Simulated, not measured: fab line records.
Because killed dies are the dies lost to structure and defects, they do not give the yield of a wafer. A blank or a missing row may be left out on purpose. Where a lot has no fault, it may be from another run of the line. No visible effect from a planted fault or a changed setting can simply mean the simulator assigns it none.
Which tool was responsible? || flow nandHarc || Sampling: 13 lots, 37 wafers, 4 of 1159 route steps

## WHAT EACH GAUGE READ, for each wafer
NHARC_A_SGD_CUT_THK_MEAS_22: measures by ellipsometry. Usual: thkNm reads 148.1 nm (standard deviation 1.3).
{"lot": "L153", "measured": "day 14 11:27", "on": "filmMetro-01", "thkNm (nm)": "149.2 146.0 148.9", "flag": ""}
{"lot": "L152", "measured": "day 14 11:27", "on": "filmMetro-02", "thkNm (nm)": "149.4 147.4 148.4", "flag": ""}
{"lot": "L157", "measured": "day 14 17:37", "on": "filmMetro-01", "thkNm (nm)": "147.1 148.6 150.7", "flag": ""}
{"lot": "L155", "measured": "day 14 17:46", "on": "filmMetro-01", "thkNm (nm)": "146.1 147.6 150.2", "flag": ""}
{"lot": "L156", "measured": "day 14 22:52", "on": "filmMetro-02", "thkNm (nm)": "148.5 147.5 150.1", "flag": ""}
{"lot": "L159", "measured": "day 15 18:01", "on": "filmMetro-02", "thkNm (nm)": "146.4 148.5 150.5", "flag": ""}
{"lot": "L158", "measured": "day 16 05:07", "on": "filmMetro-01", "thkNm (nm)": "146.9 130.9", "flag": "OFF"}
{"lot": "L162", "measured": "day 16 15:10", "on": "filmMetro-02", "thkNm (nm)": "146.3 127.4 146.6", "flag": "OFF"}
{"lot": "L165", "measured": "day 17 08:44", "on": "filmMetro-02", "thkNm (nm)": "130.7 130.0", "flag": "OFF"}
{"lot": "L168", "measured": "day 18 13:17", "on": "filmMetro-01", "thkNm (nm)": "149.3 149.2 145.7", "flag": ""}
{"lot": "L169", "measured": "day 18 13:17", "on": "filmMetro-02", "thkNm (nm)": "147.1 148.5 147.3", "flag": ""}
{"lot": "L172", "measured": "day 18 23:26", "on": "filmMetro-02", "thkNm (nm)": "148.3 147.3 148.2", "flag": ""}
{"lot": "L170", "measured": "day 19 04:44", "on": "filmMetro-01", "thkNm (nm)": "148.6 145.4 145.2", "flag": ""}

NHARC_A_SGD_CUT_INSPECT_25. Usual: rawDefectCount reads 349 (standard deviation 110).
{"lot": "L153", "measured": "day 14 11:55", "on": "defectInspect-02", "rawDefectCount": "361 288 305", "flag": ""}
{"lot": "L152", "measured": "day 14 11:57", "on": "defectInspect-01", "rawDefectCount": "490 396 315", "flag": ""}
{"lot": "L157", "measured": "day 14 18:05", "on": "defectInspect-02", "rawDefectCount": "320 550 257", "flag": ""}
{"lot": "L155", "measured": "day 14 18:18", "on": "defectInspect-02", "rawDefectCount": "317 442 433", "flag": ""}
{"lot": "L156", "measured": "day 14 23:20", "on": "defectInspect-02", "rawDefectCount": "239 397 247", "flag": ""}
{"lot": "L159", "measured": "day 15 18:29", "on": "defectInspect-02", "rawDefectCount": "605 772 665", "flag": "OFF"}
{"lot": "L158", "measured": "day 16 05:35", "on": "defectInspect-02", "rawDefectCount": "214 256", "flag": ""}
{"lot": "L162", "measured": "day 16 15:43", "on": "defectInspect-02", "rawDefectCount": "371 463 432", "flag": ""}
{"lot": "L165", "measured": "day 17 09:13", "on": "defectInspect-02", "rawDefectCount": "362 333", "flag": ""}
{"lot": "L168", "measured": "day 18 13:45", "on": "defectInspect-01", "rawDefectCount": "531 458 330", "flag": ""}
{"lot": "L169", "measured": "day 18 13:49", "on": "defectInspect-01", "rawDefectCount": "370 480 336", "flag": ""}
{"lot": "L172", "measured": "day 18 23:55", "on": "defectInspect-02", "rawDefectCount": "271 248 365", "flag": ""}
{"lot": "L170", "measured": "day 19 05:11", "on": "defectInspect-01", "rawDefectCount": "414 461 459", "flag": ""}

## TOOL THAT RAN EACH LOT (tool first, then ch and the chambers of the sampled wafers, then the start)
{"lot": "L153", "NHARC_A_SGD_CUT_ETCH_16": "rieDiel-10 ch 0,1,3, day 14 03:46 or earlier", "NHARC_A_SGD_CUT_DEP_20": "fcvd-01 ch 0,1, day 14 03:46"}
{"lot": "L152", "NHARC_A_SGD_CUT_ETCH_16": "rieDiel-04 ch 0,1,2, day 14 03:55 or earlier", "NHARC_A_SGD_CUT_DEP_20": "fcvd-02 ch 0,1, day 14 03:55"}
{"lot": "L157", "NHARC_A_SGD_CUT_ETCH_16": "rieDiel-11 ch 0,1, day 14 13:10 or earlier", "NHARC_A_SGD_CUT_DEP_20": "fcvd-02 ch 0,1, day 14 13:10"}
{"lot": "L155", "NHARC_A_SGD_CUT_ETCH_16": "rieDiel-04 ch 0,1, day 14 13:37 or earlier", "NHARC_A_SGD_CUT_DEP_20": "fcvd-01 ch 1, day 14 13:37"}
{"lot": "L156", "NHARC_A_SGD_CUT_ETCH_16": "rieDiel-04 ch 0,2,3, day 14 18:14 or earlier", "NHARC_A_SGD_CUT_DEP_20": "fcvd-02 ch 0,1, day 14 18:14"}
{"lot": "L159", "NHARC_A_SGD_CUT_ETCH_16": "rieDiel-11 ch 0,2,3, day 15 13:10 or earlier", "NHARC_A_SGD_CUT_DEP_20": "fcvd-01 ch 0,1, day 15 13:10"}
{"lot": "L158", "NHARC_A_SGD_CUT_ETCH_16": "rieDiel-11 ch 0,2, day 15 23:26 or earlier", "NHARC_A_SGD_CUT_DEP_20": "fcvd-02 ch 0, day 15 23:26"}
{"lot": "L162", "NHARC_A_SGD_CUT_ETCH_16": "rieDiel-10 ch 1,2,3, day 16 10:00 or earlier", "NHARC_A_SGD_CUT_DEP_20": "fcvd-02 ch 0, day 16 10:00"}
{"lot": "L165", "NHARC_A_SGD_CUT_ETCH_16": "rieDiel-11 ch 0,3, day 17 05:34 or earlier", "NHARC_A_SGD_CUT_DEP_20": "fcvd-02 ch 0, day 17 05:34"}
{"lot": "L168", "NHARC_A_SGD_CUT_ETCH_16": "rieDiel-04 ch 1,2,3, day 18 08:43 or earlier", "NHARC_A_SGD_CUT_DEP_20": "fcvd-01 ch 0,1, day 18 08:43"}
{"lot": "L169", "NHARC_A_SGD_CUT_ETCH_16": "rieDiel-10 ch 0,1,2, day 18 08:55 or earlier", "NHARC_A_SGD_CUT_DEP_20": "fcvd-01 ch 0,1, day 18 08:55"}
{"lot": "L172", "NHARC_A_SGD_CUT_ETCH_16": "rieDiel-04 ch 0,1,2, day 18 17:26 or earlier", "NHARC_A_SGD_CUT_DEP_20": "fcvd-01 ch 0,1, day 18 17:26"}
{"lot": "L170", "NHARC_A_SGD_CUT_ETCH_16": "rieDiel-11 ch 1,2, day 18 23:36 or earlier", "NHARC_A_SGD_CUT_DEP_20": "fcvd-01 ch 0,1, day 18 23:36"}
- NHARC_A_SGD_CUT_ETCH_16: etches the open film in C4F8/O2/Ar, target depth 310.5 nm, time 155.2 s.
- NHARC_A_SGD_CUT_DEP_20: deposits SiO2, target thk 150 nm.

## WHAT THE TOOLS THEMSELVES READ (means of the sampled wafers that have a number; where no wafer has one, the mark that the record gives instead)
NHARC_A_SGD_CUT_ETCH_16. Usual: oesProductAu 0.966 a.u., standard deviation 0.016; rfVppV 722 V, standard deviation 4.3.
{"lot": "L153", "tool": "rieDiel-10", "oesProductAu (a.u.)": 0.974, "rfVppV (V)": 719, "flag": ""}
{"lot": "L152", "tool": "rieDiel-04", "oesProductAu (a.u.)": 0.976, "rfVppV (V)": 722, "flag": ""}
{"lot": "L157", "tool": "rieDiel-11", "oesProductAu (a.u.)": 0.964, "rfVppV (V)": 725, "flag": ""}
{"lot": "L155", "tool": "rieDiel-04", "oesProductAu (a.u.)": 0.966, "rfVppV (V)": 725, "flag": ""}
{"lot": "L156", "tool": "rieDiel-04", "oesProductAu (a.u.)": 0.945, "rfVppV (V)": 718, "flag": ""}
{"lot": "L159", "tool": "rieDiel-11", "oesProductAu (a.u.)": 0.952, "rfVppV (V)": 724, "flag": ""}
{"lot": "L158", "tool": "rieDiel-11", "oesProductAu (a.u.)": 0.962, "rfVppV (V)": 727, "flag": ""}
{"lot": "L162", "tool": "rieDiel-10", "oesProductAu (a.u.)": 0.974, "rfVppV (V)": 721, "flag": ""}
{"lot": "L165", "tool": "rieDiel-11", "oesProductAu (a.u.)": 0.974, "rfVppV (V)": 724, "flag": ""}
{"lot": "L168", "tool": "rieDiel-04", "oesProductAu (a.u.)": 0.961, "rfVppV (V)": 722, "flag": ""}
{"lot": "L169", "tool": "rieDiel-10", "oesProductAu (a.u.)": 0.950, "rfVppV (V)": 722, "flag": ""}
{"lot": "L172", "tool": "rieDiel-04", "oesProductAu (a.u.)": 0.964, "rfVppV (V)": 722, "flag": ""}
{"lot": "L170", "tool": "rieDiel-11", "oesProductAu (a.u.)": 0.962, "rfVppV (V)": 722, "flag": ""}

NHARC_A_SGD_CUT_DEP_20. Usual: susceptorTempC reads 65.01 C (standard deviation 0.1).
{"lot": "L153", "tool": "fcvd-01", "susceptorTempC (C)": 65.12, "flag": ""}
{"lot": "L152", "tool": "fcvd-02", "susceptorTempC (C)": 64.99, "flag": ""}
{"lot": "L157", "tool": "fcvd-02", "susceptorTempC (C)": 65.08, "flag": ""}
{"lot": "L155", "tool": "fcvd-01", "susceptorTempC (C)": 64.94, "flag": ""}
{"lot": "L156", "tool": "fcvd-02", "susceptorTempC (C)": "-", "flag": "OFF"}
{"lot": "L159", "tool": "fcvd-01", "susceptorTempC (C)": 65.12, "flag": ""}
{"lot": "L158", "tool": "fcvd-02", "susceptorTempC (C)": 65.03, "flag": ""}
{"lot": "L162", "tool": "fcvd-02", "susceptorTempC (C)": 65.01, "flag": ""}
{"lot": "L165", "tool": "fcvd-02", "susceptorTempC (C)": 64.96, "flag": ""}
{"lot": "L168", "tool": "fcvd-01", "susceptorTempC (C)": 65.03, "flag": ""}
{"lot": "L169", "tool": "fcvd-01", "susceptorTempC (C)": 65.00, "flag": ""}
{"lot": "L172", "tool": "fcvd-01", "susceptorTempC (C)": 64.98, "flag": ""}
{"lot": "L170", "tool": "fcvd-01", "susceptorTempC (C)": "-", "flag": "OFF"}

## THE ANSWER, worked out from the rows above alone
Rule: a lot is off if the mean of its wafers that have a number lies more than 3 standard deviations from the usual mean. Also off: a lot with no number at a reading for which 4 or more lots have one. Any other lot the step has rows for is counted as sound. Order of review: gauges by route order, followed by the tools' own readings, for which a lot's mean as printed above is used. The first step at which some lot is off is used, and at that step the reading that is off furthest; a lot without a number counts as furthest.
Off, at NHARC_A_SGD_CUT_THK_MEAS_22 on thkNm: L158, L162, L165.
If a tool, at a process step before that reading, ran all the lots that are off and no sound lot after the first of them, it fits. The gauges at NHARC_A_SGD_CUT_THK_MEAS_22 are tried like those tools. NHARC_A_SGD_CUT_ETCH_16: start missing for some lots; hours and lot order therefore follow NHARC_A_SGD_CUT_DEP_20. One fits: NHARC_A_SGD_CUT_DEP_20 on fcvd-02. Its last sound lot is L156 (day 14 18:14), its first lot that is off L158 (day 15 23:26): a fault that began between those two fits.

## WHAT THE SIMULATOR HAD INSERTED
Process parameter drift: fcvd-02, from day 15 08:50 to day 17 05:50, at NHARC_A_SGD_CUT_DEP_20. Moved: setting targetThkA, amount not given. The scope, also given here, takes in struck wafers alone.
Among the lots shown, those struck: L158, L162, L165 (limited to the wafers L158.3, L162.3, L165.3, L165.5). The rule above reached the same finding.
